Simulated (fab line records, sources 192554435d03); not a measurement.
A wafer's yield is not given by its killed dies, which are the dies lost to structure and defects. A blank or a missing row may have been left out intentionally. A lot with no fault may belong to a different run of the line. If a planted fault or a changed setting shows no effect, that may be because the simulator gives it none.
Chamber matching :: flow n5Finfet :: N5_FIN_CUT_ETCH_20 on rieDiel-05: 4 sister chambers
The step etches SiARC in CF4, target depth 26 nm, time 43.3 s. 14 wafers are shown with their chamber, then 7 later ones without.

## EACH WAFER AND ITS CHAMBER
wafer: L082.3
chamber: 2
showerheadPlenumPTorr (Torr): 2.19
throttleValvePct (%): 15.44
oesProductAu (a.u.): 0.79

wafer: L082.4
chamber: 0
showerheadPlenumPTorr (Torr): 2.22
throttleValvePct (%): 15.98
oesProductAu (a.u.): 0.63

wafer: L082.5
chamber: 3
showerheadPlenumPTorr (Torr): 2.09
throttleValvePct (%): 15.30
oesProductAu (a.u.): 0.74

wafer: L083.3
chamber: 1
showerheadPlenumPTorr (Torr): 2.05
throttleValvePct (%): 15.68
oesProductAu (a.u.): 0.62

wafer: L083.5
chamber: 2
showerheadPlenumPTorr (Torr): 2.18
throttleValvePct (%): 15.44
oesProductAu (a.u.): 0.78

wafer: L083.6
chamber: 1
showerheadPlenumPTorr (Torr): 2.05
throttleValvePct (%): 15.70
oesProductAu (a.u.): 0.62

wafer: L084.2
chamber: 2
showerheadPlenumPTorr (Torr): 2.18
throttleValvePct (%): 15.44
oesProductAu (a.u.): 0.78

wafer: L084.5
chamber: 1
showerheadPlenumPTorr (Torr): 2.05
throttleValvePct (%): 15.69
oesProductAu (a.u.): 0.63

wafer: L084.6
chamber: 2
showerheadPlenumPTorr (Torr): 2.18
throttleValvePct (%): 15.43
oesProductAu (a.u.): 0.79

wafer: L085.3
chamber: 2
showerheadPlenumPTorr (Torr): 2.18
throttleValvePct (%): 15.43
oesProductAu (a.u.): 0.78

wafer: L085.4
chamber: 0
showerheadPlenumPTorr (Torr): 2.22
throttleValvePct (%): 15.99
oesProductAu (a.u.): 0.62

wafer: L085.6
chamber: 2
showerheadPlenumPTorr (Torr): 2.18
throttleValvePct (%): 15.44
oesProductAu (a.u.): 0.78

wafer: L090.3
chamber: 3
showerheadPlenumPTorr (Torr): 2.09
throttleValvePct (%): 15.32
oesProductAu (a.u.): 0.73

wafer: L090.5
chamber: 3
showerheadPlenumPTorr (Torr): 2.09
throttleValvePct (%): 15.32
oesProductAu (a.u.): 0.73

SIGNATURES, as means of the wafers listed above
reading: showerheadPlenumPTorr
chamber 0: 2.2200
chamber 1: 2.0500
chamber 2: 2.1817
chamber 3: 2.0900
scatter within a chamber: 0.00289

reading: throttleValvePct
chamber 0: 15.9850
chamber 1: 15.6900
chamber 2: 15.4367
chamber 3: 15.3133
scatter within a chamber: 0.00806

reading: oesProductAu
chamber 0: 0.6250
chamber 1: 0.6233
chamber 2: 0.7833
chamber 3: 0.7333
scatter within a chamber: 0.00563
Rule: for a wafer and a chamber, the distance is found by dividing, reading by reading, the gap between the wafer's reading and the chamber's mean by the reading's scatter, squaring, summing and taking the root. If the next closest chamber is less than 2 further off than the closest, the wafer can't be placed; otherwise it belongs to the closest. The scatter: the root of (the sum of the squares of (reading less its chamber's mean) over the shown wafers, divided by (wafers less chambers)).

## WAFERS WITHOUT THEIR CHAMBER
wafer: L090.6
showerheadPlenumPTorr (Torr): 2.22
throttleValvePct (%): 16.02
oesProductAu (a.u.): 0.63

wafer: L094.1
showerheadPlenumPTorr (Torr): 2.18
throttleValvePct (%): 15.48
oesProductAu (a.u.): 0.76

wafer: L094.4
showerheadPlenumPTorr (Torr): 2.21
throttleValvePct (%): 16.01
oesProductAu (a.u.): 0.61

wafer: L094.5
showerheadPlenumPTorr (Torr): 2.08
throttleValvePct (%): 15.34
oesProductAu (a.u.): 0.72

wafer: L096.1
showerheadPlenumPTorr (Torr): 2.08
throttleValvePct (%): 15.34
oesProductAu (a.u.): 0.72

wafer: L096.5
showerheadPlenumPTorr (Torr): 2.21
throttleValvePct (%): 16.03
oesProductAu (a.u.): 0.61

wafer: L096.6
showerheadPlenumPTorr (Torr): 2.05
throttleValvePct (%): 15.73
oesProductAu (a.u.): 0.62

## WHICH CHAMBER EACH WENT THROUGH
wafer: L090.6
from the rows above: 0
in truth: 0

wafer: L094.1
from the rows above: 2
in truth: 2

wafer: L094.4
from the rows above: 0
in truth: 0

wafer: L094.5
from the rows above: 3
in truth: 3

wafer: L096.1
from the rows above: 3
in truth: 3

wafer: L096.5
from the rows above: 0
in truth: 0

wafer: L096.6
from the rows above: 1
in truth: 1
7 of 7 placed correctly. From these rows, 0 cannot be placed. Wrongly placed: 0.
